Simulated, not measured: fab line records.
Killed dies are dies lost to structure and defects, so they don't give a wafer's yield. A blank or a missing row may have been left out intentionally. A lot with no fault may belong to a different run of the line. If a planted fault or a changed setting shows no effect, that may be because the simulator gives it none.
Matching of chambers	flow nand harc	NHARC_P_BONDPAD_ACTIVATE_29 on rie diel-08 has 4 sister chambers
The step chemistry N2, time 60 s. 8 wafers are shown with their chamber, then 11 later ones without.

== WAFERS, EACH WITH ITS CHAMBER ==
wafer	chamber	drypump motor current A (A)	oes product au (a.u.)
L075.1	3	5.7	1.000
L076.5	3	5.6	0.999
L083.4	1	5.0	1.009
L085.2	2	5.5	1.008
L085.5	1	5.0	1.014
L087.2	2	5.5	0.999
L087.5	0	5.6	1.018
L089.2	0	5.6	1.012

== WAFERS MISSING THEIR CHAMBER ==
wafer	drypump motor current A (A)	oes product au (a.u.)
L089.4	5.7	1.009
L089.6	5.6	1.012
L091.1	5.0	1.019
L091.2	5.6	1.012
L091.5	5.6	1.012
L093.1	5.5	1.010
L093.3	5.6	1.008
L093.6	5.5	1.003
L096.2	5.5	1.009
L096.4	5.6	0.997
L096.6	5.6	1.003

== WHICH CHAMBER EACH WENT THROUGH ==
wafer	from the rows above	in truth
L089.4	can't be placed: 3 or 0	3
L089.6	0	0
L091.1	1	1
L091.2	0	0
L091.5	0	0
L093.1	can't be placed: 2 or 0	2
L093.3	can't be placed: 0 or 3 or 2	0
L093.6	2	2
L096.2	can't be placed: 2 or 0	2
L096.4	can't be placed: 3 or 2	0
L096.6	can't be placed: 3 or 2 or 0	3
Correct placement for 5 of the 11. These rows do not allow placing 6 (true chamber among the candidates in 5). 0 placed wrongly.
How it was worked out, from the rows above alone: a wafer's distance from a chamber is the root of the sum, over the readings, of the square of ((its reading less the chamber's mean) divided by the reading's scatter). The wafer belongs to the nearest chamber; if the next one is less than 2 further off, it can't be placed. The mean given for a chamber averages the wafers shown for that chamber. How the scatter is found: for the shown wafers, subtract from each reading the mean of its chamber, square and add these, divide the total by (wafers less chambers), then take the root.
